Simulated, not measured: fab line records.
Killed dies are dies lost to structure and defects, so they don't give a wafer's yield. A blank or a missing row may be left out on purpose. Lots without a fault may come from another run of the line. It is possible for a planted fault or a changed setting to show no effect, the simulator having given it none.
Matching of chambers -- flow n5_finfet -- N5_BEOL_M8_DESCUM_33 on rie_diel-04 has 4 sister chambers
The step chemistry O2, time 7 s. 16 wafers are shown with their chamber, then 8 later ones without.

WAFERS PAIRED WITH THEIR CHAMBERS
wafer,chamber,throttle_valve_pct (%),showerhead_plenum_p_Torr (Torr),oes_product_au (a.u.)
L079.3,2,20.56,2.02,0.83
L079.4,1,20.28,1.97,0.71
L079.6,3,20.39,2.07,0.71
L084.1,3,20.41,2.06,0.70
L084.2,0,20.27,2.22,0.83
L084.5,0,20.27,2.22,0.83
L083.1,1,19.95,2.23,1.00
L083.3,0,20.29,2.21,0.83
L083.5,1,19.94,2.23,0.99
L088.1,2,20.59,2.01,0.80
L088.2,1,19.95,2.23,0.99
L088.5,0,20.29,2.21,0.83
L089.1,0,20.29,2.21,0.81
L089.2,2,20.59,2.01,0.79
L089.5,2,20.58,2.01,0.79
L090.1,0,20.29,2.21,0.82

SIGNATURES (means of the wafers above)
reading,chamber 0,chamber 1,chamber 2,chamber 3,scatter within a chamber
throttle_valve_pct,20.2833,20.0300,20.5800,20.4000,0.084
showerhead_plenum_p_Torr,2.2133,2.1650,2.0125,2.0650,0.0652
oes_product_au,0.8250,0.9225,0.8025,0.7050,0.0717
Rule: for each reading, subtract the chamber's mean from the wafer's reading, divide by that reading's scatter and square the result; add these up over the readings and take the root, which gives the wafer's distance from the chamber. If the next closest chamber is less than 2 further off than the closest, the wafer can't be placed; otherwise it belongs to the closest. The scatter: take each reading less its chamber's mean, square it, sum over the shown wafers, divide by the number of wafers less the number of chambers, and take the root.

WAFERS MISSING THEIR CHAMBER
wafer,throttle_valve_pct (%),showerhead_plenum_p_Torr (Torr),oes_product_au (a.u.)
L090.4,20.44,2.06,0.69
L090.5,19.96,2.22,0.97
L091.3,20.58,2.01,0.80
L091.4,20.08,2.06,0.98
L091.5,20.09,2.06,0.98
L093.3,20.08,2.06,0.98
L093.5,19.96,2.22,0.96
L093.6,20.61,2.01,0.80

EACH ONE'S CHAMBER
wafer,from the rows above,in truth
L090.4,can't be placed: 3 or 2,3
L090.5,1,1
L091.3,2,2
L091.4,1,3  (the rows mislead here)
L091.5,1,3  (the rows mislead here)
L093.3,1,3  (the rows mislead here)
L093.5,1,1
L093.6,2,2
Placed correctly: 4 of 8. Can't be placed from these rows: 1 (the true chamber is among the candidates in 1). Number placed wrongly: 3.
